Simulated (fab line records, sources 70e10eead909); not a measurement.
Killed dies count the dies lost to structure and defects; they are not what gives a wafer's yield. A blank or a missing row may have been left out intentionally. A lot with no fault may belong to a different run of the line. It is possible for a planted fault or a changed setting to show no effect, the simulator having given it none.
A struck lot beside a sound one    flow nand-harc    14 out of 1159 route steps
Sound: wafers L213.2, L213.5, L213.6. Struck: wafers L205.2, L205.3, L205.4. The cause comes at the end.
Each step with rows lists, per side, the tool, then ch with its chambers, then its first start. Under that, the readings that differ: sound wafers    struck wafers    difference of the means    sigmas: that difference in standard deviations of wafers without a fault.
alike: readings whose means differ by less than 2 such deviations, and words and numbers that are the same on both sides. not compared: withheld readings, readings that some wafer has no value for, bounds like >300 that may hide the same value, and numbers for which the record gives no deviation and whose values overlap.
The two part at a step that has a row with sigmas, a row that says differs or no value, or rows on one side only. Non-overlapping numbers with no deviation appear without sigmas and do not part them. Lack of a reading on every wafer of one side parts them only where that side has two or more wafers.

NHARC_P_M2_PRE_CLEAN_32: time 12 s.
  sound on pecvd-03 ch 0,1, day 10 16:54; struck on pecvd-03 ch 0,1,2, day 9 00:56
  alike: heater-power-outer-w, heater-power-w
NHARC_P_M2_DEP_33: deposits SiCN, target thk 30 nm.
  sound on pecvd-03 ch 0,1, day 10 17:01; struck on pecvd-03 ch 0,1,2, day 9 01:01
  alike: heater-power-outer-w, heater-power-w
NHARC_P_BONDPAD_DEP_00: deposits SiCN, target thk 250 nm.
  sound on pecvd-01 ch 0,1,2, day 10 17:26; struck on pecvd-02 ch 0,1, day 9 01:26
  alike: heater-power-outer-w, heater-power-w
NHARC_P_BONDPAD_CMP_32: polishes SiCN, target thk 200 nm.
  sound on cmp-01 ch 0,1,3, day 10 17:50; struck on cmp-03 ch 0,1,2, day 9 01:50
  alike: edge-zone-pressure-frac, motor-current-A
NHARC_P_BONDPAD_THK_MEAS_33: measures by ellipsometry.
  sound on film-metro-01 at day 10 18:02; struck on film-metro-02 at day 9 02:05
  alike: thk-nm
then, 7 steps without rows for these wafers: NHARC_P_BONDPAD_SRD_34; NHARC_P_BONDPAD_DEHYDRATE_01 (time 120 s); NHARC_P_BONDPAD_HMDS_02 (time 30 s); NHARC_P_BONDPAD_COAT_36 (time 65 s); NHARC_P_BONDPAD_COAT_03 (resist thk 600 nm); NHARC_P_BONDPAD_SOFTBAKE_04 (time 70 s); NHARC_P_BONDPAD_EBR_05.
NHARC_P_BONDPAD_EXPOSE_06: exposes mask P BPAD.
  struck on krf-scanner-03, day 9 02:23; sound on krf-scanner-02 ch 0, day 10 18:28
  no value came back on the struck wafers for exposure-dose-mJ-cm2, focus-offset-nm (nm); on the sound wafers exposure-dose-mJ-cm2 reads 37.0 37.1 37.1
  alike: mask
then, 1 step without rows for these wafers: NHARC_P_BONDPAD_PEB_07 (peb time 80 s).

WHERE THEY PART
At NHARC_P_BONDPAD_EXPOSE_06 and nowhere else, as far as this record goes.

WHY: what had been put in by the simulator
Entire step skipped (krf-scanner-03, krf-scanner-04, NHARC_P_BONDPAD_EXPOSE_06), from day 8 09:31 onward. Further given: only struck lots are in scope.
